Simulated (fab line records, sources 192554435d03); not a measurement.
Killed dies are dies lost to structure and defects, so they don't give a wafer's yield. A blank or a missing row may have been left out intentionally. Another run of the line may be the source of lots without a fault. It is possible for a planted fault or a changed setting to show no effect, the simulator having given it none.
Matching of chambers -- flow n5-finfet -- rie-diel-06 running N5_PMOS_HMC_CHANNEL_EPI_HM_OPEN_15: 4 sister chambers
The step chemistry CHF3/O2, target SiO2, target depth 40.6 nm, time 20.3 s. 8 wafers are shown with their chamber, then 9 later ones without.

== EACH WAFER AND ITS CHAMBER ==
wafer,chamber,drypump-motor-current-A (A),rf-vpp-V (V)
L076.3,1,5.9,533
L082.5,0,6.1,501
L084.2,0,6.1,500
L084.3,3,6.8,544
L084.4,2,4.9,511
L085.3,3,6.8,544
L085.5,2,4.9,511
L085.6,1,6.0,532

== WAFERS WHOSE CHAMBER IS MISSING ==
wafer,drypump-motor-current-A (A),rf-vpp-V (V)
L086.4,4.9,511
L086.5,4.9,511
L086.6,6.8,544
L087.2,6.8,543
L087.3,6.1,500
L087.5,6.1,501
L096.2,6.8,542
L096.3,4.9,509
L096.6,4.9,510

== EACH ONE'S CHAMBER ==
wafer,from the rows above,in truth
L086.4,2,2
L086.5,2,2
L086.6,3,3
L087.2,3,3
L087.3,0,0
L087.5,0,0
L096.2,3,3
L096.3,2,2
L096.6,2,2
Correct placement for 9 of the 9. From these rows, 0 cannot be placed. Wrongly placed: 0.
How it was worked out, from the rows above alone: a wafer's distance from a chamber is the root of the sum, over the readings, of the square of ((its reading less the chamber's mean) divided by the reading's scatter). The wafer belongs to the nearest chamber; if the next one is less than 2 further off, it can't be placed. The mean given for a chamber averages the wafers shown for that chamber. The scatter: take each reading less its chamber's mean, square it, sum over the shown wafers, divide by the number of wafers less the number of chambers, and take the root.
